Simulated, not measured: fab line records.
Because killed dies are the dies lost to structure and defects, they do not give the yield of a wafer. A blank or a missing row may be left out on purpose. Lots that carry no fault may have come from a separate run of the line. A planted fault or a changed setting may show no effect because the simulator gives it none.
A struck lot beside a sound one / flow nandHarc / 15 out of 1159 route steps
Sound: wafers L407.2, L407.4, L407.6. Struck: wafer L410.4 (left out: L410.1, L410.3 of the same lot, which were not struck); the cause appears at the end.
Per side, at each step with rows, come the tool, then ch with its chambers, and then its first start. Under that, the readings that differ: sound wafers / struck wafers / difference of the means / sigmas: that difference in standard deviations of wafers without a fault.
alike: a reading whose means differ by less than 2 such deviations, as well as words and numbers matching on both sides. not compared: withheld readings; readings where some wafer has no value; bounds like >300 that might hide an equal value; numbers whose values overlap and for which the record gives no deviation.
A row with sigmas, a row that says differs or no value, or rows on one side alone: a step with any of these is where the two part. Non-overlapping numbers with no deviation appear without sigmas and do not part them. A reading that every wafer of one side lacks parts them only if that side has two wafers or more.

first, 5 steps without rows for these wafers: NHARC_A_CONTACT_SOFTBAKE_37 (time 55 s); NHARC_A_CONTACT_EBR_38; NHARC_A_CONTACT_EXPOSE_39 (exposes mask A CC 3); NHARC_A_CONTACT_PEB_40 (peb time 65 s); NHARC_A_CONTACT_DEVELOP_41 (develop time 35 s).
NHARC_A_CONTACT_CD_MEAS_42: target cd 200 nm.
  sound on cdSem-03 ch 0, day 16 22:03; struck on cdSem-02 ch 0, day 18 09:26
  alike: cdNm
NHARC_A_CONTACT_OVL_MEAS_43:
  sound: overlay-01 at day 16 22:08; struck: overlay-01 at day 18 09:31
  alike: overlayXNm, overlayYNm
NHARC_A_CONTACT_INSPECT_44:
  sound: defectInspect-02 at day 16 22:10; struck: defectInspect-01 at day 18 09:33
  alike: rawDefectCount
NHARC_A_CONTACT_DESCUM_47: chemistry O2, time 3 s.
  sound on rieDiel-13 ch 1,2, day 16 22:14; struck on rieDiel-07 ch 1, day 18 09:37
reading=rfVppV (V); sound=58.0 58.0 55.2; struck=59.1; difference=+2.0; sigmas=+2
  alike: drypumpMotorCurrentA, oesProductAu, showerheadPlenumPTorr, throttleValvePct
  not compared: rfHoursCounterH
NHARC_A_CONTACT_ETCH_48: etches the open film in CF4, target depth 39 nm, time 65 s.
  sound on rieDiel-13 ch 1,3, day 16 22:20; struck on rieDiel-07 ch 1, day 18 09:42
  alike: biasW, drypumpMotorCurrentA, oesProductAu, rfVppV, showerheadPlenumPTorr, throttleValvePct
  not compared: rfHoursCounterH
NHARC_A_CONTACT_ETCH_49: etches the open film in N2/H2, target depth 260 nm, time 475.3 s.
  sound on rieDiel-13 ch 0,1,3; struck on rieDiel-07 ch 2
reading=biasW (W); sound=149.7 150.1 150.2; struck=148.9; difference=-1.1; sigmas=-2
reading=showerheadPlenumPTorr (Torr); sound=2.02 1.92 1.99; struck=2.22; difference=+0.24; sigmas=+2
  alike: drypumpMotorCurrentA, n2FlowSccm, oesProductAu, rfVppV, throttleValvePct
  not compared: rfHoursCounterH
NHARC_A_CONTACT_ETCH_50: etches the open film in CF4/CHF3, target depth 84.7 nm, time 42.4 s.
  sound on rieDiel-13 ch 0,1; struck on rieDiel-07 ch 2
  alike: biasW, chf3FlowSccm, drypumpMotorCurrentA, oesProductAu, rfVppV, showerheadPlenumPTorr, throttleValvePct
  not compared: rfHoursCounterH
NHARC_A_CONTACT_ETCH_51: etches the open film in O2/COS, target depth 3600 nm, time 936 s.
  sound on rieDiel-13 ch 0,2,3, day 16 23:26; struck on rieDiel-07 ch 0, day 18 10:17
reading=oesProductAu (a.u.); sound=0.998 1.008 1.012; struck=0.877; difference=-0.129; sigmas=-18
  alike: biasW, drypumpMotorCurrentA, rfVppV, showerheadPlenumPTorr, throttleValvePct
  not compared: rfHoursCounterH
NHARC_A_CONTACT_ETCH_111: etches the open film in C4F8/O2/Ar, time 140 s, target depth 700 nm.
  sound on harCapEtch-02 ch 0,1, day 16 23:58; struck on harCapEtch-02 ch 0, day 18 10:53
  not compared: rfHoursCounterH
-- the record jumps here: 3 days lie between the struck wafers' starts before and after (it left off in module A_CONTACT and takes up again in module END, whose first step shown is number 1159 of the route) --
NHARC_END_SORT_01:
  sound on prober-02 ch 0, day 19 19:04; struck on prober-02 ch 0, day 21 12:16
reading=killedAtArray; sound=31 24 34; struck=162; difference=+132; sigmas=+15
reading=killedAtOther; sound=0 0 0; struck=2; difference=+2; sigmas=+2
reading=killedDies; sound=31 26 37; struck=167; difference=+136; sigmas=+15
reading=killedOpen; sound=0 4 3; struck=6; difference=+4; sigmas=+2
  alike: killedAtPeriphery, killedShort

## WHERE THEY PART
Last at NHARC_END_SORT_01 as far as this record goes, first at NHARC_A_CONTACT_DESCUM_47.

WHY: what the simulator had put in
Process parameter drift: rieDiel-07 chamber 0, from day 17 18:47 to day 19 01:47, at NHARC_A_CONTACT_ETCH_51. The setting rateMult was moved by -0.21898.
